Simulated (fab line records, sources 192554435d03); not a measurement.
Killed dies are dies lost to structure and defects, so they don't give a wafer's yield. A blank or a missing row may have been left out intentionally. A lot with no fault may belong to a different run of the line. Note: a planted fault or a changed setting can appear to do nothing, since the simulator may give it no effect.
Chamber matching ; flow n5-finfet ; 4 sister chambers for N5_BEOL_M8_VIA_ETCH_34 on rie-diel-03
The step etches SiCOH lowk in C4F6/O2, target depth 125.5 nm, time 50.5 s. 8 wafers are shown with their chamber, then 7 later ones without.

WAFERS PAIRED WITH THEIR CHAMBERS
wafer;chamber;showerhead-plenum-p-Torr (Torr);throttle-valve-pct (%)
L076.1;1;2.86;20.93
L075.4;1;2.85;20.94
L081.5;0;2.93;20.90
L083.1;3;3.06;21.03
L083.2;0;2.93;20.89
L083.4;2;2.87;21.39
L086.1;2;2.86;21.41
L086.3;3;3.06;21.05

WAFERS WHOSE CHAMBER IS MISSING
wafer;showerhead-plenum-p-Torr (Torr);throttle-valve-pct (%)
L086.6;2.84;20.95
L087.1;2.86;21.40
L087.3;3.05;21.05
L087.6;2.93;20.92
L090.1;2.86;21.42
L090.4;2.84;20.96
L090.5;2.86;21.42

WHICH CHAMBER EACH ONE RAN IN
wafer;from the rows above;in truth
L086.6;1;1
L087.1;2;2
L087.3;3;3
L087.6;0;0
L090.1;2;2
L090.4;1;1
L090.5;2;2
Correct placement for 7 of the 7. Left unplaced by these rows: 0. Wrongly placed: 0.
How it was worked out, from the rows above alone: a wafer's distance from a chamber is the root of the sum, over the readings, of the square of ((its reading less the chamber's mean) divided by the reading's scatter). If the next closest chamber is less than 2 further off than the closest, the wafer can't be placed; otherwise it belongs to the closest. The mean given for a chamber averages the wafers shown for that chamber. How the scatter is found: for the shown wafers, subtract from each reading the mean of its chamber, square and add these, divide the total by (wafers less chambers), then take the root.
